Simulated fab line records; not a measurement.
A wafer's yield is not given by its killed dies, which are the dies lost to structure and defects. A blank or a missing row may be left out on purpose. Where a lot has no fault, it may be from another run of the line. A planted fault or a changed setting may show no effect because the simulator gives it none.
Which tool did it? + flow n5 finfet + 39 wafers from 13 lots sampled at 4 of the route's 1938 steps

## WHAT THE GAUGES READ, wafer by wafer
The record lacks any reading of a measuring or inspecting step that a usual standard deviation could be used to judge.

## EACH LOT AND THE TOOL THAT RAN IT (in order: tool; ch and the chambers of the sampled wafers; start)
| lot  | N5_MOL_CONTACT_COAG_IMPLANT_129 | N5_MOL_CONTACT_COAG_TI_SIL_19 | N5_MOL_CONTACT_COAG_PRE_CLEAN_141 | N5_MOL_CONTACT_COAG_ANNEAL_113   |
|------|---------------------------------|-------------------------------|-----------------------------------|----------------------------------|
| L554 | implanter-01 ch 0, day 5 00:14  | pvd sputter-01, day 5 00:51   | pvd sputter-01, day 5 01:39       | rtp anneal-01 ch 0, day 5 03:02  |
| L556 | implanter-01 ch 0, day 5 08:56  | pvd sputter-02, day 5 09:34   | pvd sputter-03, day 5 10:55       | rtp anneal-02 ch 0, day 5 11:44  |
| L557 | implanter-01 ch 0, day 5 16:04  | pvd sputter-01, day 5 17:07   | pvd sputter-01, day 5 18:17       | rtp anneal-02 ch 0, day 5 19:32  |
| L558 | implanter-02 ch 0, day 5 19:24  | pvd sputter-01, day 5 22:01   | pvd sputter-01, day 5 23:10       | rtp anneal-02 ch 0, day 6 00:29  |
| L561 | implanter-02 ch 0, day 6 13:31  | pvd sputter-03, day 6 14:16   | pvd sputter-01, day 6 15:35       | rtp anneal-01 ch 0, day 6 16:32  |
| L563 | implanter-02 ch 0, day 7 02:58  | pvd sputter-02, day 7 03:34   | pvd sputter-03, day 7 05:14       | rtp anneal-02 ch 0, day 7 06:02  |
| L564 | implanter-02 ch 0, day 7 04:56  | pvd sputter-03, day 7 05:24   | pvd sputter-01, day 7 06:20       | rtp anneal-02 ch 0, day 7 07:07  |
| L565 | implanter-01 ch 0, day 7 19:10  | pvd sputter-03, day 7 19:33   | pvd sputter-03, day 7 20:59       | rtp anneal-02 ch 0, day 7 22:19  |
| L573 | implanter-01, day 9 12:45       | pvd sputter-01, day 9 14:25   | pvd sputter-02, day 9 15:10       | rtp anneal-01 ch 0, day 9 16:01  |
| L574 | implanter-01, day 9 19:02       | pvd sputter-01, day 9 19:28   | pvd sputter-02, day 9 20:46       | rtp anneal-02 ch 0, day 9 21:34  |
| L575 | implanter-01, day 10 05:13      | pvd sputter-03, day 10 07:17  | pvd sputter-03, day 10 08:29      | rtp anneal-02 ch 0, day 10 09:37 |
| L576 | implanter-01 ch 0, day 10 09:46 | pvd sputter-01, day 10 10:14  | pvd sputter-02, day 10 11:14      | rtp anneal-02 ch 0, day 10 12:11 |
| L577 | implanter-01 ch 0, day 10 10:38 | pvd sputter-02, day 10 11:05  | pvd sputter-03, day 10 12:07      | rtp anneal-01 ch 0, day 10 13:09 |
- N5_MOL_CONTACT_COAG_IMPLANT_129
- N5_MOL_CONTACT_COAG_TI_SIL_19: material Ti, target thk 4.2 nm, time 15 s.
- N5_MOL_CONTACT_COAG_PRE_CLEAN_141: time 60 s.
- N5_MOL_CONTACT_COAG_ANNEAL_113: time 300 s.

## AS READ BY THE TOOLS THEMSELVES (means over the sampled wafers that have a number; for cases with no such wafer, the mark the record gives instead)
N5_MOL_CONTACT_COAG_IMPLANT_129.
| lot  | tool         | beam energy keV | beam on s (s) |
|------|--------------|-----------------|---------------|
| L554 | implanter-01 | 3.0011          | 36.0          |
| L556 | implanter-01 | 2.9993          | 36.2          |
| L557 | implanter-01 | 3.0008          | 36.8          |
| L558 | implanter-02 | 3.0008          | 35.1          |
| L561 | implanter-02 | 3.0003          | 35.6          |
| L563 | implanter-02 | 3.0003          | 35.3          |
| L564 | implanter-02 | 2.9997          | 35.0          |
| L565 | implanter-01 | 2.9991          | 37.4          |
| L573 | implanter-01 | -               | -             |
| L574 | implanter-01 | -               | -             |
| L575 | implanter-01 | -               | -             |
| L576 | implanter-01 | 2.9996          | 36.6          |
| L577 | implanter-01 | 3.0007          | 36.9          |

N5_MOL_CONTACT_COAG_TI_SIL_19.
| lot  | tool           | throttle valve pct (%) |
|------|----------------|------------------------|
| L554 | pvd sputter-01 | 27.6                   |
| L556 | pvd sputter-02 | 30.1                   |
| L557 | pvd sputter-01 | 28.8                   |
| L558 | pvd sputter-01 | 30.1                   |
| L561 | pvd sputter-03 | 31.6                   |
| L563 | pvd sputter-02 | 29.8                   |
| L564 | pvd sputter-03 | 31.0                   |
| L565 | pvd sputter-03 | 31.3                   |
| L573 | pvd sputter-01 | 29.4                   |
| L574 | pvd sputter-01 | 29.0                   |
| L575 | pvd sputter-03 | 31.7                   |
| L576 | pvd sputter-01 | 29.6                   |
| L577 | pvd sputter-02 | 30.0                   |

N5_MOL_CONTACT_COAG_PRE_CLEAN_141.
| lot  | tool           | heater power w (W) |
|------|----------------|--------------------|
| L554 | pvd sputter-01 | 439                |
| L556 | pvd sputter-03 | 463                |
| L557 | pvd sputter-01 | 407                |
| L558 | pvd sputter-01 | 398                |
| L561 | pvd sputter-01 | 413                |
| L563 | pvd sputter-03 | 464                |
| L564 | pvd sputter-01 | 411                |
| L565 | pvd sputter-03 | 446                |
| L573 | pvd sputter-02 | 526                |
| L574 | pvd sputter-02 | 481                |
| L575 | pvd sputter-03 | 484                |
| L576 | pvd sputter-02 | 527                |
| L577 | pvd sputter-03 | 491                |

N5_MOL_CONTACT_COAG_ANNEAL_113.
| lot  | tool          | lamp power pct (%) | lamp_zone_3_pct (%) | wafer_temp_C_max |
|------|---------------|--------------------|---------------------|------------------|
| L554 | rtp anneal-01 | 2.71               | 2.71                | 401.5            |
| L556 | rtp anneal-02 | 2.91               | 2.91                | 401.6            |
| L557 | rtp anneal-02 | 2.91               | 2.91                | 401.7            |
| L558 | rtp anneal-02 | 2.91               | 2.91                | 401.8            |
| L561 | rtp anneal-01 | 2.71               | 2.71                | 401.6            |
| L563 | rtp anneal-02 | 2.91               | 2.91                | 401.9            |
| L564 | rtp anneal-02 | 2.91               | 2.91                | 402.2            |
| L565 | rtp anneal-02 | 2.91               | 2.91                | 401.5            |
| L573 | rtp anneal-01 | 2.71               | 2.71                | 402.2            |
| L574 | rtp anneal-02 | 2.91               | 2.91                | 402.3            |
| L575 | rtp anneal-02 | 2.91               | 2.91                | 402.5            |
| L576 | rtp anneal-02 | 2.91               | 2.91                | 401.8            |
| L577 | rtp anneal-01 | 2.71               | 2.71                | 401.7            |

## THE ANSWER, worked out from the rows above alone
Rule: the usual values come from the lots themselves. The widest of any qualifying gaps counts: lots, ordered by their means at a reading, are off when they make up no more than a third of the lots, leave a main group of 4 or more, and stand apart from it by 3 or more times the standard deviation of that group's means. If all means in a main group match to the digits the tables above print for the reading, that group is not used. Also off: a lot with no number at a reading for which 4 or more lots have one. The other lots that the step has rows for count as sound. First the gauges in route order, then the tools' own readings, where a lot's mean is used as printed above. The first step at which some lot is off is used, and at that step the reading that is off furthest; a lot without a number counts as furthest.
Off: L573, L574, L575, at N5_MOL_CONTACT_COAG_IMPLANT_129 (beam energy keV). Without a number there: L573, L574, L575. Main group: mean 3.0002, sd 0.00066.
A tool fits if, at that step or a process step before it, it ran every lot that is off, and no sound lot after the first of them. Of those tried, none fits.

## WHAT THE SIMULATOR HAD INSERTED
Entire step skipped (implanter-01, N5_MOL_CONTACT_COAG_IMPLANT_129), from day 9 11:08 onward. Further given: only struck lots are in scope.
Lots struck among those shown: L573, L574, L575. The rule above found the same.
